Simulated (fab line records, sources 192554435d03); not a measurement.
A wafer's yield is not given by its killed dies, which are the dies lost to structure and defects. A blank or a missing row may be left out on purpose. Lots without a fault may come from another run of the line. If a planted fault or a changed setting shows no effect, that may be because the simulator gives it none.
Chamber matching :: flow n5-finfet :: rie-diel-03 running N5_BEOL_M2_STRIP_36: 4 sister chambers
The step strips in N2/H2. 22 wafers are shown with their chamber, then 11 later ones without.

## EACH WAFER AND ITS CHAMBER
wafer: L075.3
chamber: 3
showerhead-plenum-p-Torr (Torr): 2.52
drypump-motor-current-A (A): 5.3
throttle-valve-pct (%): 23.58

wafer: L075.5
chamber: 1
showerhead-plenum-p-Torr (Torr): 2.42
drypump-motor-current-A (A): 6.0
throttle-valve-pct (%): 23.48

wafer: L075.6
chamber: 2
showerhead-plenum-p-Torr (Torr): 2.45
drypump-motor-current-A (A): 5.2
throttle-valve-pct (%): 23.46

wafer: L077.3
chamber: 0
showerhead-plenum-p-Torr (Torr): 2.69
drypump-motor-current-A (A): 5.5
throttle-valve-pct (%): 23.30

wafer: L077.4
chamber: 1
showerhead-plenum-p-Torr (Torr): 2.41
drypump-motor-current-A (A): 6.0
throttle-valve-pct (%): 23.49

wafer: L077.6
chamber: 0
showerhead-plenum-p-Torr (Torr): 2.69
drypump-motor-current-A (A): 5.5
throttle-valve-pct (%): 23.31

wafer: L079.4
chamber: 3
showerhead-plenum-p-Torr (Torr): 2.52
drypump-motor-current-A (A): 5.4
throttle-valve-pct (%): 23.60

wafer: L079.5
chamber: 0
showerhead-plenum-p-Torr (Torr): 2.69
drypump-motor-current-A (A): 5.5
throttle-valve-pct (%): 23.29

wafer: L079.6
chamber: 3
showerhead-plenum-p-Torr (Torr): 2.52
drypump-motor-current-A (A): 5.4
throttle-valve-pct (%): 23.60

wafer: L083.4
chamber: 3
showerhead-plenum-p-Torr (Torr): 2.52
drypump-motor-current-A (A): 5.3
throttle-valve-pct (%): 23.61

wafer: L083.5
chamber: 2
showerhead-plenum-p-Torr (Torr): 2.45
drypump-motor-current-A (A): 5.2
throttle-valve-pct (%): 23.47

wafer: L083.6
chamber: 3
showerhead-plenum-p-Torr (Torr): 2.52
drypump-motor-current-A (A): 5.4
throttle-valve-pct (%): 23.59

wafer: L084.4
chamber: 1
showerhead-plenum-p-Torr (Torr): 2.41
drypump-motor-current-A (A): 6.0
throttle-valve-pct (%): 23.51

wafer: L084.5
chamber: 3
showerhead-plenum-p-Torr (Torr): 2.51
drypump-motor-current-A (A): 5.3
throttle-valve-pct (%): 23.59

wafer: L084.6
chamber: 0
showerhead-plenum-p-Torr (Torr): 2.69
drypump-motor-current-A (A): 5.5
throttle-valve-pct (%): 23.28

wafer: L086.2
chamber: 1
showerhead-plenum-p-Torr (Torr): 2.41
drypump-motor-current-A (A): 6.0
throttle-valve-pct (%): 23.53

wafer: L086.3
chamber: 3
showerhead-plenum-p-Torr (Torr): 2.51
drypump-motor-current-A (A): 5.4
throttle-valve-pct (%): 23.59

wafer: L086.6
chamber: 3
showerhead-plenum-p-Torr (Torr): 2.51
drypump-motor-current-A (A): 5.3
throttle-valve-pct (%): 23.62

wafer: L087.2
chamber: 2
showerhead-plenum-p-Torr (Torr): 2.44
drypump-motor-current-A (A): 5.2
throttle-valve-pct (%): 23.50

wafer: L087.4
chamber: 3
showerhead-plenum-p-Torr (Torr): 2.51
drypump-motor-current-A (A): 5.3
throttle-valve-pct (%): 23.60

wafer: L087.5
chamber: 3
showerhead-plenum-p-Torr (Torr): 2.51
drypump-motor-current-A (A): 5.3
throttle-valve-pct (%): 23.62

wafer: L089.2
chamber: 2
showerhead-plenum-p-Torr (Torr): 2.44
drypump-motor-current-A (A): 5.2
throttle-valve-pct (%): 23.50

SIGNATURES, as means of the wafers listed above
reading: showerhead-plenum-p-Torr
chamber 0: 2.6900
chamber 1: 2.4125
chamber 2: 2.4450
chamber 3: 2.5150
scatter within a chamber: 0.00486

reading: drypump-motor-current-A
chamber 0: 5.500
chamber 1: 6.000
chamber 2: 5.200
chamber 3: 5.340
scatter within a chamber: 0.0365

reading: throttle-valve-pct
chamber 0: 23.2950
chamber 1: 23.5025
chamber 2: 23.4825
chamber 3: 23.6000
scatter within a chamber: 0.0164
Rule: for a wafer and a chamber, the distance is found by dividing, reading by reading, the gap between the wafer's reading and the chamber's mean by the reading's scatter, squaring, summing and taking the root. If the next closest chamber is less than 2 further off than the closest, the wafer can't be placed; otherwise it belongs to the closest. The scatter: the root of (the sum of the squares of (reading less its chamber's mean) over the shown wafers, divided by (wafers less chambers)).

## WAFERS MISSING THEIR CHAMBER
wafer: L089.4
showerhead-plenum-p-Torr (Torr): 2.51
drypump-motor-current-A (A): 5.4
throttle-valve-pct (%): 23.64

wafer: L089.5
showerhead-plenum-p-Torr (Torr): 2.68
drypump-motor-current-A (A): 5.5
throttle-valve-pct (%): 23.31

wafer: L090.1
showerhead-plenum-p-Torr (Torr): 2.40
drypump-motor-current-A (A): 6.0
throttle-valve-pct (%): 23.51

wafer: L090.4
showerhead-plenum-p-Torr (Torr): 2.51
drypump-motor-current-A (A): 5.4
throttle-valve-pct (%): 23.64

wafer: L090.5
showerhead-plenum-p-Torr (Torr): 2.68
drypump-motor-current-A (A): 5.5
throttle-valve-pct (%): 23.33

wafer: L094.2
showerhead-plenum-p-Torr (Torr): 2.51
drypump-motor-current-A (A): 5.3
throttle-valve-pct (%): 23.64

wafer: L094.4
showerhead-plenum-p-Torr (Torr): 2.68
drypump-motor-current-A (A): 5.5
throttle-valve-pct (%): 23.33

wafer: L094.5
showerhead-plenum-p-Torr (Torr): 2.40
drypump-motor-current-A (A): 6.0
throttle-valve-pct (%): 23.54

wafer: L096.2
showerhead-plenum-p-Torr (Torr): 2.40
drypump-motor-current-A (A): 6.0
throttle-valve-pct (%): 23.53

wafer: L096.3
showerhead-plenum-p-Torr (Torr): 2.68
drypump-motor-current-A (A): 5.5
throttle-valve-pct (%): 23.32

wafer: L096.6
showerhead-plenum-p-Torr (Torr): 2.68
drypump-motor-current-A (A): 5.5
throttle-valve-pct (%): 23.33

## EACH ONE'S CHAMBER
wafer: L089.4
from the rows above: 3
in truth: 3

wafer: L089.5
from the rows above: 0
in truth: 0

wafer: L090.1
from the rows above: 1
in truth: 1

wafer: L090.4
from the rows above: 3
in truth: 3

wafer: L090.5
from the rows above: 0
in truth: 0

wafer: L094.2
from the rows above: 3
in truth: 3

wafer: L094.4
from the rows above: 0
in truth: 0

wafer: L094.5
from the rows above: 1
in truth: 1

wafer: L096.2
from the rows above: 1
in truth: 1

wafer: L096.3
from the rows above: 0
in truth: 0

wafer: L096.6
from the rows above: 0
in truth: 0
Placed correctly: 11 of 11. From these rows, 0 cannot be placed. Number placed wrongly: 0.
